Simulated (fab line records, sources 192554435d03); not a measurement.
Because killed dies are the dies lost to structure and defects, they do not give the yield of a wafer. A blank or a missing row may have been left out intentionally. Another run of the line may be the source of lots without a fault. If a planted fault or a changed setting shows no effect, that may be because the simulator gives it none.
Matching of chambers || flow n5 finfet || rie diel-03 running N5_BEOL_M9_DESCUM_16: 4 sister chambers
The step chemistry O2, time 7.9 s. 22 wafers are shown with their chamber, then 11 later ones without.

== WAFERS, EACH WITH ITS CHAMBER ==
{"wafer": "L079.4", "chamber": 3, "showerhead plenum p Torr (Torr)": 1.99, "drypump motor current A (A)": 5.7, "throttle valve pct (%)": 20.76}
{"wafer": "L079.5", "chamber": 3, "showerhead plenum p Torr (Torr)": 1.99, "drypump motor current A (A)": 5.7, "throttle valve pct (%)": 20.78}
{"wafer": "L079.6", "chamber": 0, "showerhead plenum p Torr (Torr)": 1.94, "drypump motor current A (A)": 5.7, "throttle valve pct (%)": 20.62}
{"wafer": "L075.2", "chamber": 3, "showerhead plenum p Torr (Torr)": 1.99, "drypump motor current A (A)": 5.7, "throttle valve pct (%)": 20.79}
{"wafer": "L075.5", "chamber": 0, "showerhead plenum p Torr (Torr)": 1.94, "drypump motor current A (A)": 5.7, "throttle valve pct (%)": 20.61}
{"wafer": "L075.6", "chamber": 3, "showerhead plenum p Torr (Torr)": 1.99, "drypump motor current A (A)": 5.7, "throttle valve pct (%)": 20.77}
{"wafer": "L082.2", "chamber": 2, "showerhead plenum p Torr (Torr)": 2.16, "drypump motor current A (A)": 5.1, "throttle valve pct (%)": 20.69}
{"wafer": "L082.4", "chamber": 1, "showerhead plenum p Torr (Torr)": 2.08, "drypump motor current A (A)": 5.6, "throttle valve pct (%)": 20.52}
{"wafer": "L082.5", "chamber": 3, "showerhead plenum p Torr (Torr)": 1.99, "drypump motor current A (A)": 5.7, "throttle valve pct (%)": 20.82}
{"wafer": "L083.2", "chamber": 3, "showerhead plenum p Torr (Torr)": 1.99, "drypump motor current A (A)": 5.7, "throttle valve pct (%)": 20.80}
{"wafer": "L083.3", "chamber": 1, "showerhead plenum p Torr (Torr)": 2.08, "drypump motor current A (A)": 5.6, "throttle valve pct (%)": 20.52}
{"wafer": "L083.6", "chamber": 3, "showerhead plenum p Torr (Torr)": 1.99, "drypump motor current A (A)": 5.7, "throttle valve pct (%)": 20.80}
{"wafer": "L086.2", "chamber": 3, "showerhead plenum p Torr (Torr)": 1.99, "drypump motor current A (A)": 5.7, "throttle valve pct (%)": 20.81}
{"wafer": "L086.3", "chamber": 2, "showerhead plenum p Torr (Torr)": 2.16, "drypump motor current A (A)": 5.2, "throttle valve pct (%)": 20.70}
{"wafer": "L086.5", "chamber": 0, "showerhead plenum p Torr (Torr)": 1.93, "drypump motor current A (A)": 5.7, "throttle valve pct (%)": 20.65}
{"wafer": "L089.1", "chamber": 0, "showerhead plenum p Torr (Torr)": 1.93, "drypump motor current A (A)": 5.7, "throttle valve pct (%)": 20.66}
{"wafer": "L089.3", "chamber": 3, "showerhead plenum p Torr (Torr)": 1.98, "drypump motor current A (A)": 5.7, "throttle valve pct (%)": 20.83}
{"wafer": "L089.6", "chamber": 3, "showerhead plenum p Torr (Torr)": 1.98, "drypump motor current A (A)": 5.7, "throttle valve pct (%)": 20.82}
{"wafer": "L091.1", "chamber": 3, "showerhead plenum p Torr (Torr)": 1.98, "drypump motor current A (A)": 5.7, "throttle valve pct (%)": 20.82}
{"wafer": "L091.3", "chamber": 2, "showerhead plenum p Torr (Torr)": 2.16, "drypump motor current A (A)": 5.2, "throttle valve pct (%)": 20.73}
{"wafer": "L091.4", "chamber": 1, "showerhead plenum p Torr (Torr)": 2.07, "drypump motor current A (A)": 5.6, "throttle valve pct (%)": 20.53}
{"wafer": "L090.2", "chamber": 3, "showerhead plenum p Torr (Torr)": 1.98, "drypump motor current A (A)": 5.6, "throttle valve pct (%)": 20.85}

SIGNATURES (means of the wafers above)
{"reading": "showerhead plenum p Torr", "chamber 0": 1.9350, "chamber 1": 2.0767, "chamber 2": 2.1600, "chamber 3": 1.9867, "scatter within a chamber": 0.00491}
{"reading": "drypump motor current A", "chamber 0": 5.700, "chamber 1": 5.600, "chamber 2": 5.167, "chamber 3": 5.692, "scatter within a chamber": 0.0297}
{"reading": "throttle valve pct", "chamber 0": 20.6350, "chamber 1": 20.5233, "chamber 2": 20.7067, "chamber 3": 20.8042, "scatter within a chamber": 0.0237}
Rule: a wafer's distance from a chamber is the root of the sum, over the readings, of the square of ((its reading less the chamber's mean) divided by the reading's scatter). If the next closest chamber is less than 2 further off than the closest, the wafer can't be placed; otherwise it belongs to the closest. The scatter: the root of (the sum of the squares of (reading less its chamber's mean) over the shown wafers, divided by (wafers less chambers)).

== WAFERS WITH NO CHAMBER GIVEN ==
{"wafer": "L090.3", "showerhead plenum p Torr (Torr)": 1.93, "drypump motor current A (A)": 5.7, "throttle valve pct (%)": 20.67}
{"wafer": "L090.6", "showerhead plenum p Torr (Torr)": 1.93, "drypump motor current A (A)": 5.7, "throttle valve pct (%)": 20.67}
{"wafer": "L093.1", "showerhead plenum p Torr (Torr)": 1.93, "drypump motor current A (A)": 5.7, "throttle valve pct (%)": 20.67}
{"wafer": "L093.3", "showerhead plenum p Torr (Torr)": 2.15, "drypump motor current A (A)": 5.2, "throttle valve pct (%)": 20.72}
{"wafer": "L093.6", "showerhead plenum p Torr (Torr)": 2.15, "drypump motor current A (A)": 5.2, "throttle valve pct (%)": 20.73}
{"wafer": "L094.2", "showerhead plenum p Torr (Torr)": 1.98, "drypump motor current A (A)": 5.7, "throttle valve pct (%)": 20.83}
{"wafer": "L094.3", "showerhead plenum p Torr (Torr)": 2.15, "drypump motor current A (A)": 5.2, "throttle valve pct (%)": 20.74}
{"wafer": "L094.6", "showerhead plenum p Torr (Torr)": 1.93, "drypump motor current A (A)": 5.7, "throttle valve pct (%)": 20.69}
{"wafer": "L096.1", "showerhead plenum p Torr (Torr)": 2.15, "drypump motor current A (A)": 5.2, "throttle valve pct (%)": 20.75}
{"wafer": "L096.3", "showerhead plenum p Torr (Torr)": 1.98, "drypump motor current A (A)": 5.7, "throttle valve pct (%)": 20.87}
{"wafer": "L096.4", "showerhead plenum p Torr (Torr)": 1.92, "drypump motor current A (A)": 5.7, "throttle valve pct (%)": 20.68}

== WHICH CHAMBER EACH WENT THROUGH ==
{"wafer": "L090.3", "from the rows above": 0, "in truth": 0}
{"wafer": "L090.6", "from the rows above": 0, "in truth": 0}
{"wafer": "L093.1", "from the rows above": 0, "in truth": 0}
{"wafer": "L093.3", "from the rows above": 2, "in truth": 2}
{"wafer": "L093.6", "from the rows above": 2, "in truth": 2}
{"wafer": "L094.2", "from the rows above": 3, "in truth": 3}
{"wafer": "L094.3", "from the rows above": 2, "in truth": 2}
{"wafer": "L094.6", "from the rows above": 0, "in truth": 0}
{"wafer": "L096.1", "from the rows above": 2, "in truth": 2}
{"wafer": "L096.3", "from the rows above": 3, "in truth": 3}
{"wafer": "L096.4", "from the rows above": 0, "in truth": 0}
Placed correctly: 11 of 11. Not placeable from these rows: 0. Wrongly placed: 0.
